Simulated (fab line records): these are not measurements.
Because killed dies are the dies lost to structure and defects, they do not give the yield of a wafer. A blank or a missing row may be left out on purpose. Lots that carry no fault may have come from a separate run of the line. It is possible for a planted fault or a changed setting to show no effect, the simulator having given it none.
One fault through the eyes of 2 desks || flow n5Finfet || numbers are kept per desk, each desk with only its own; the story behind them comes last

## FOR THE TOOL OWNER'S DESK: krfScanner-01
The tool's own readings at N5_BEOL_M14_EXPOSE_07 (exposes mask V13): means of the sampled wafers that have a number, for each lot that ran on this tool. A lot is out of limits, marked OUT, if its mean lies more than 4 standard deviations from the usual mean; the brackets give that distance.
Columns: A = exposureDoseMJCm2 at N5_BEOL_M14_EXPOSE_07, usual 57.10
{"lot": "L117", "first seen here": "day 10 23:04", "A": 57.18}
{"lot": "L119", "first seen here": "day 11 06:02", "A": 57.22}
{"lot": "L122", "first seen here": "day 12 06:15", "A": 57.20}
{"lot": "L126", "first seen here": "day 13 18:04", "A": "64.82 (+59) OUT"}
{"lot": "L127", "first seen here": "day 14 04:02", "A": "62.06 (+38) OUT"}
This desk's verdict: out of limits on L126, L127, starting with L126 at day 13 18:04 (exposureDoseMJCm2 at N5_BEOL_M14_EXPOSE_07). L117, L119, L122 stayed within limits.

## AT THE METROLOGY DESK
Means of the sampled wafers that have a number, per lot and without regard to the tool the lot ran on: this is what the gauges read. A lot is out of limits, marked OUT, if its mean lies more than 4 standard deviations from the usual mean; the brackets give that distance.
Columns: A = cdNm at N5_BEOL_M14_CD_MEAS_10, usual 250.2 nm
{"lot": "L117", "first seen here": "day 10 23:14", "A": 249.1}
{"lot": "L118", "first seen here": "day 10 23:30", "A": 249.6}
{"lot": "L119", "first seen here": "day 11 06:13", "A": 252.5}
{"lot": "L120", "first seen here": "day 11 13:59", "A": 248.4}
{"lot": "L122", "first seen here": "day 12 06:25", "A": 249.3}
{"lot": "L124", "first seen here": "day 13 00:01", "A": 251.1}
{"lot": "L126", "first seen here": "day 13 18:14", "A": "273.0 (+14) OUT"}
{"lot": "L127", "first seen here": "day 14 04:13", "A": "264.3 (+8.8) OUT"}
{"lot": "L132", "first seen here": "day 14 19:08", "A": 249.1}
{"lot": "L133", "first seen here": "day 14 21:20", "A": 250.7}
{"lot": "L135", "first seen here": "day 16 04:11", "A": 250.9}
This desk's verdict: out of limits on L126, L127, starting with L126 at day 13 18:14 (cdNm at N5_BEOL_M14_CD_MEAS_10). L117, L118, L119, L120, L122, L124, L132, L133, L135 stayed within limits.

## ALL TOGETHER
An alarm could have come from the tool owner's desk at day 13 18:04, on L126, L127.
The metrology desk could have raised an alarm at day 13 18:14, on L126, L127.
On krfScanner-01, each named lot ran N5_BEOL_M14_EXPOSE_07.

## WHAT THE SIMULATOR PUT IN
Drift in process parameters on krfScanner-01 at N5_BEOL_M14_EXPOSE_07, starting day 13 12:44. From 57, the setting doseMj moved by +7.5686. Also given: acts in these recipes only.
Lots struck among those shown: L126, L127.
Fault start to first reading out of limits, in hours, per desk: tool owner, 5; metrology, 5.
